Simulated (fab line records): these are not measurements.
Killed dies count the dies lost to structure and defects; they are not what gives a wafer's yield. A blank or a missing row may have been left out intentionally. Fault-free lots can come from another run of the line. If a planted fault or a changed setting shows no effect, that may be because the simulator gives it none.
fab line records ; flow n5Finfet ; part 2 of 2: steps 16 to 16 of 16
[record] lots = 7; wafers = 20; lastDay = 17
route steps=1938 shown MOL_CONTACT_COAG@529 BEOL_M4@1111 PASSIVATION@1936
lots untouched by any fault: they come from a run of this same line in which no faults occurred
startH: start of the lot's first displayed wafer, in hours after the record's first day ; waitH: hours elapsed since this lot's preceding step ; " unchanged from the row above ; L1.1+2: a row that stands for several wafers ; - either no value or no given start ; * or withheld: withheld ; < > ~ a bound
route shown NAME@n: names a module that has steps shown in the file, with the first one's number in the route ; usual: mean/standard deviation of fault-free wafers ; same: alike in all rows ; chamber/n: place in a boat ; sites: per-site readings ; _std_site: standard deviation across them ; _edge_site: the outer-site mean with the inner-site mean subtracted ; radiusMm: for every site, how far away it sits from the centre of the wafer ; mask NAME#n: copy n ; behind: the last tool/chamber to shape the wafer ; hold: why the lot went on hold/how many hours it stayed there/how the hold came to an end ; device: names the non-switching transistor (n, p or np) ; end of line: the tests these same wafers got at the end of their route ; a step given without rows: its recipe and nothing more ; killed: the dies lost at the first sort to structure and to defects; this is not the yield of the wafer ; map: a wafer's dies, marking killed ones x, the rest . and places with no die _
set.NAME: the setting the step ran with; set.NAME@STEP: the setting that earlier step ran with ; model.NAME: the simulator's own value behind a step, which no gauge read
lots at selected steps of the route; one table per step, one row per wafer
services: when a tool's chamber went out of use (startH, in hours from the record's first day, below 0 if earlier), for how many hours, and the reason
[[steps]]
[step N5_PASSIVATION_PROBE_49]
[usual] defectLimitedYield = 91.8/1.5; killed_at_M0_to_M3 = 33/11; killed_at_M4_up = 13/5; killedAtContacts = 11/5.6; killedAtFrontEnd = 36/12; killedAtOther = 3.4/2.5; killedDies = 97/18; killedOnRim = 12/4.2; killedOpen = 64/13; killedShort = 31/6.9; sort_bin_5_function = 4.8/1; sort_bin_6_memory = 3.1/0.64; sort_bin_8_speed = 0.00/0.014; sortNPass = 1083/18; sortYieldPct = 91.8/1.5
[same] grossDies = 1180; killedAtBackSide = 0; sort_bin_4_leakage[%] = 0
lot.wafer;tool;chamber;startH;waitH;defectLimitedYield[%];killed_at_M0_to_M3;killed_at_M4_up;killedAtContacts;killedAtFrontEnd;killedAtOther;killedDies;killedOnRim;killedOpen;killedShort;sort_bin_5_function[%];sort_bin_6_memory[%];sort_bin_8_speed[%];sortNPass;sortYieldPct[%]
L911.1;prober-02;-;277.14;0.0;92.9;34;11;6;28;5;84;11;58;26;4.4;2.5;0;1096;92.9
L911.3;prober-02;-;277.24;0.1;94.6;19;16;6;22;1;64;8;45;17;2.6;2.5;0.08;1116;94.6
L911.5;prober-02;-;277.34;0.2;93.6;24;18;7;23;3;75;6;43;31;3.8;2.1;0;1105;93.6
L912.3;prober-01;-;279.30;0.1;90.3;34;10;13;57;0;114;12;80;33;5.0;4.2;0;1066;90.3
L912.5;prober-01;-;279.40;0.2;91.9;41;7;7;38;2;95;15;50;40;4.7;2.9;0;1085;91.9
L917.2;prober-02;-;311.88;0.1;92.4;26;8;10;45;1;90;21;48;24;3.1;3.0;0.08;1090;92.4
L917.3;prober-02;-;311.93;0.1;92.5;28;6;1;42;11;88;7;42;36;4.6;2.5;0;1092;92.5
L917.4;prober-02;-;311.98;0.2;93.0;32;3;9;37;2;83;13;54;28;4.4;2.5;0;1097;93.0
L919.3;prober-02;-;325.84;0.1;93.6;29;18;5;19;4;75;7;50;25;3.6;2.5;0;1105;93.6
L919.4;prober-02;-;325.89;0.2;90.9;58;9;9;31;0;107;20;69;37;4.4;4.2;0;1073;90.9
L919.6;prober-02;-;325.99;0.3;93.1;36;10;9;26;1;82;13;60;21;4.3;2.3;0;1098;93.1
L918.2;prober-01;-;327.49;0.1;91.5;20;10;23;43;4;100;10;65;34;4.8;3.3;0;1080;91.5
L918.4;prober-01;-;327.59;0.2;90.0;21;8;14;59;16;118;22;66;35;5.0;3.6;0;1062;90.0
L918.6;prober-01;-;327.69;0.3;91.4;35;6;11;38;11;101;16;65;35;4.7;3.6;0;1079;91.4
L932.1;prober-02;-;409.38;0.0;93.8;16;20;6;27;4;73;9;51;22;3.6;2.6;0;1107;93.8
L932.4;prober-02;-;409.53;0.2;91.9;34;16;10;33;2;95;12;68;27;4.2;3.6;0;1085;91.9
L932.5;prober-02;-;409.58;0.2;91.6;36;13;20;28;2;99;17;69;29;4.2;3.6;0;1081;91.6
L933.2;prober-01;-;409.50;0.1;92.1;29;14;9;30;11;93;14;60;32;5.0;2.7;0;1087;92.1
L933.4;prober-01;-;409.60;0.2;92.4;32;15;12;25;6;90;11;70;20;4.5;3.1;0;1090;92.4
L933.5;prober-01;-;409.65;0.2;91.8;44;10;8;32;3;97;17;63;34;4.5;3.6;0;1083;91.8
// killed by level:class
L911.1 BEOL_M1:geometricParticle:open=10 BEOL_M0_SAQP:geometricParticle:short=7 GATE_CUT:geometricParticle:short=6 BEOL_M0_SAQP:geometricParticle:open=6 FIN_SAQP:geometricParticle:short=5 BEOL_M2:geometricParticle:open=5 DUMMY_GATE:geometricParticle:open=4 MOL_CONTACT_COAG:geometricParticle:open=4
L911.3 BEOL_M4:geometricParticle:open=9 BEOL_M1:geometricParticle:open=7 GATE_CUT:geometricParticle:short=6 MOL_CONTACT_COAG:geometricParticle:open=6 BEOL_M2:geometricParticle:open=6 STARTING-WAFER:geometricParticle:short=4 STI_FIN_REVEAL:geometricParticle:open=3 GATE_CUT:geometricParticle:open=3
L911.5 BEOL_M4:geometricParticle:open=10 GATE_CUT:geometricParticle:short=8 BEOL_M3:geometricParticle:open=8 MOL_CONTACT_COAG:geometricParticle:open=7 BEOL_M0_SAQP:geometricParticle:open=4 BEOL_M1:geometricParticle:open=4 BEOL_M4:geometricParticle:short=4 STI_FIN_REVEAL:geometricParticle:open=3
L912.3 FIN_SAQP:geometricParticle:open=20 MOL_CONTACT_COAG:geometricParticle:open=10 BEOL_M3:geometricParticle:open=9 FIN_SAQP:geometricParticle:short=7 GATE_CUT:geometricParticle:short=6 BEOL_M0_SAQP:geometricParticle:open=6 STI_FIN_REVEAL:geometricParticle:open=5 DUMMY_GATE:geometricParticle:open=5
L912.5 FIN_SAQP:geometricParticle:short=16 BEOL_M0_SAQP:geometricParticle:short=11 BEOL_M3:geometricParticle:open=11 BEOL_M0_SAQP:geometricParticle:open=10 FIN_SAQP:geometricParticle:open=6 DUMMY_GATE:geometricParticle:open=4 MOL_CONTACT_COAG:geometricParticle:open=4 MOL_CONTACT_COAG:geometricParticle:short=3
L917.2 HKMG_FIN:areaEtch=16 BEOL_M1:geometricParticle:open=8 STI_FIN_REVEAL:geometricParticle:open=6 MOL_CONTACT_COAG:geometricParticle:open=6 STI_FIN_REVEAL:geometricParticle:short=4 ILD0:geometricParticle:open=4 MOL_CONTACT_COAG:geometricParticle:short=4 BEOL_M0_SAQP:geometricParticle:open=4
L917.3 BEOL_M0_SAQP:geometricParticle:short=9 GATE_CUT:geometricParticle:open=7 PASSIVATION:areaEtch=7 FIN_SAQP:geometricParticle:open=6 GATE_CUT:geometricParticle:short=6 BEOL_M0_SAQP:geometricParticle:open=5 BEOL_M1:geometricParticle:short=5 STI_FIN_REVEAL:geometricParticle:short=4
L917.4 BEOL_M0_SAQP:geometricParticle:short=11 MOL_CONTACT_COAG:geometricParticle:open=9 STI_FIN_REVEAL:geometricParticle:open=8 BEOL_M1:geometricParticle:open=8 GATE_CUT:geometricParticle:short=6 STARTING-WAFER:geometricParticle:open=5 FIN_SAQP:geometricParticle:open=4 GATE_CUT:geometricParticle:open=4
L919.3 BEOL_M4:geometricParticle:open=8 BEOL_M2:geometricParticle:open=6 BEOL_M5:geometricParticle:open=6 MOL_CONTACT_COAG:geometricParticle:open=5 BEOL_M0_SAQP:geometricParticle:open=5 ILD0:geometricParticle:short=4 GATE_CUT:geometricParticle:short=4 BEOL_M0_SAQP:geometricParticle:short=3
L919.4 BEOL_M3:geometricParticle:open=13 BEOL_M0:geometricParticle:open=10 MOL_CONTACT_COAG:geometricParticle:open=8 BEOL_M0_SAQP:geometricParticle:short=8 GATE_CUT:geometricParticle:short=6 BEOL_M0_SAQP:geometricParticle:open=6 BEOL_M2:geometricParticle:short=6 FIN_SAQP:geometricParticle:open=5
L919.6 BEOL_M2:geometricParticle:open=9 FIN_SAQP:geometricParticle:open=8 BEOL_M3:geometricParticle:open=8 MOL_CONTACT_COAG:geometricParticle:open=7 BEOL_M0_SAQP:geometricParticle:short=5 STARTING-WAFER:geometricParticle:open=4 FIN_SAQP:geometricParticle:short=3 ILD0:geometricParticle:open=3
L918.2 MOL_CONTACT_COAG:geometricParticle:open=18 FIN_SAQP:geometricParticle:short=11 BEOL_M1:geometricParticle:open=8 STI_FIN_REVEAL:geometricParticle:open=6 FIN_SAQP:geometricParticle:open=5 MOL_CONTACT_COAG:geometricParticle:short=5 STARTING-WAFER:geometricParticle:short=5 STARTING-WAFER:geometricParticle:open=5
L918.4 STI_FIN_REVEAL:geometricParticle:open=17 HKMG_FIN:areaEtch=15 MOL_CONTACT_COAG:geometricParticle:open=13 FIN_SAQP:geometricParticle:open=10 PASS1_CAP:geometricParticle:short=8 BEOL_M0_SAQP:geometricParticle:short=7 PASS1_CAP:geometricParticle:open=6 ILD0:geometricParticle:short=4
L918.6 MOL_CONTACT_COAG:geometricParticle:open=11 BEOL_M2:geometricParticle:open=10 BEOL_M3:geometricParticle:open=9 FIN_SAQP:geometricParticle:short=6 STI_FIN_REVEAL:geometricParticle:open=6 FIN_SAQP:geometricParticle:open=5 GATE_CUT:geometricParticle:short=5 BEOL_M0_SAQP:geometricParticle:short=5
L932.1 BEOL_M4:geometricParticle:open=9 STI_FIN_REVEAL:geometricParticle:open=7 BEOL_M0_SAQP:geometricParticle:open=7 FIN_SAQP:geometricParticle:short=5 FIN_SAQP:geometricParticle:open=5 MOL_CONTACT_COAG:geometricParticle:open=4 BEOL_M3:geometricParticle:open=4 DUMMY_GATE:geometricParticle:open=3
L933.2 FIN_SAQP:geometricParticle:short=9 MOL_CONTACT_COAG:geometricParticle:open=7 BEOL_M0_SAQP:geometricParticle:short=7 BEOL_M2:geometricParticle:open=7 BEOL_M0_SAQP:geometricParticle:open=6 FIN_SAQP:geometricParticle:open=5 BEOL_M4:geometricParticle:open=5 BEOL_M5:geometricParticle:open=5
L932.4 BEOL_M3:geometricParticle:open=18 BEOL_M4:geometricParticle:open=11 DUMMY_GATE:geometricParticle:open=7 MOL_CONTACT_COAG:geometricParticle:open=7 STI_FIN_REVEAL:geometricParticle:open=6 BEOL_M2:geometricParticle:open=5 FIN_SAQP:geometricParticle:short=4 BEOL_M0_SAQP:geometricParticle:short=4
L932.5 MOL_CONTACT_COAG:geometricParticle:open=16 BEOL_M0_SAQP:geometricParticle:open=10 BEOL_M0_SAQP:geometricParticle:short=9 STI_FIN_REVEAL:geometricParticle:open=7 DUMMY_GATE:geometricParticle:open=6 MOL_CONTACT_COAG:geometricParticle:short=4 BEOL_M2:geometricParticle:open=4 BEOL_M3:geometricParticle:open=4
L933.4 MOL_CONTACT_COAG:geometricParticle:open=10 BEOL_M2:geometricParticle:open=10 FIN_SAQP:geometricParticle:open=6 BEOL_M5:geometricParticle:open=6 BEOL_M0_SAQP:geometricParticle:short=6 BEOL_M3:geometricParticle:open=5 STI_FIN_REVEAL:geometricParticle:open=4 BEOL_M0_SAQP:geometricParticle:open=4
L933.5 BEOL_M3:geometricParticle:open=13 BEOL_M0_SAQP:geometricParticle:short=9 FIN_SAQP:geometricParticle:open=8 FIN_SAQP:geometricParticle:short=8 MOL_CONTACT_COAG:geometricParticle:open=7 BEOL_M0_SAQP:geometricParticle:open=7 DUMMY_GATE:geometricParticle:open=5 BEOL_M2:geometricParticle:open=5
[[services]]
tool;chamber;startH;hours;kind
rieDiel-06;1;80.31;8.1;repair
rieDiel-06;0;81.71;7.0;repair
rieDiel-06;3;86.99;2.4;repair
rieDiel-06;2;88.53;27.7;repair
implanter-01;-;91.01;118.4;pm
rieDiel-04;0;110.81;-;clean
rieDiel-04;0;110.81;-;consumableReplace:focusRing
rieDiel-04;0;110.81;37.8;scheduledDown
rieDiel-04;0;110.81;37.8;ventCycle
rieDiel-05;3;131.35;-;clean
rieDiel-05;3;131.35;-;consumableReplace:focusRing
rieDiel-05;3;131.35;-;consumableReplace:showerhead
rieDiel-05;3;131.35;13.3;scheduledDown
rieDiel-04;3;148.63;-;clean
rieDiel-04;3;148.63;-;consumableReplace:focusRing
rieDiel-04;3;148.63;22.8;scheduledDown
rieDiel-04;3;148.63;22.8;ventCycle
rieDiel-06;0;207.22;4.4;repair
implanter-02;-;209.47;3.4;pm
rieDiel-04;2;217.90;5.7;repair
rieDiel-04;2;223.62;-;clean
rieDiel-04;2;223.62;-;consumableReplace:focusRing
rieDiel-04;2;223.62;14.5;scheduledDown
rieDiel-04;2;223.62;14.5;ventCycle
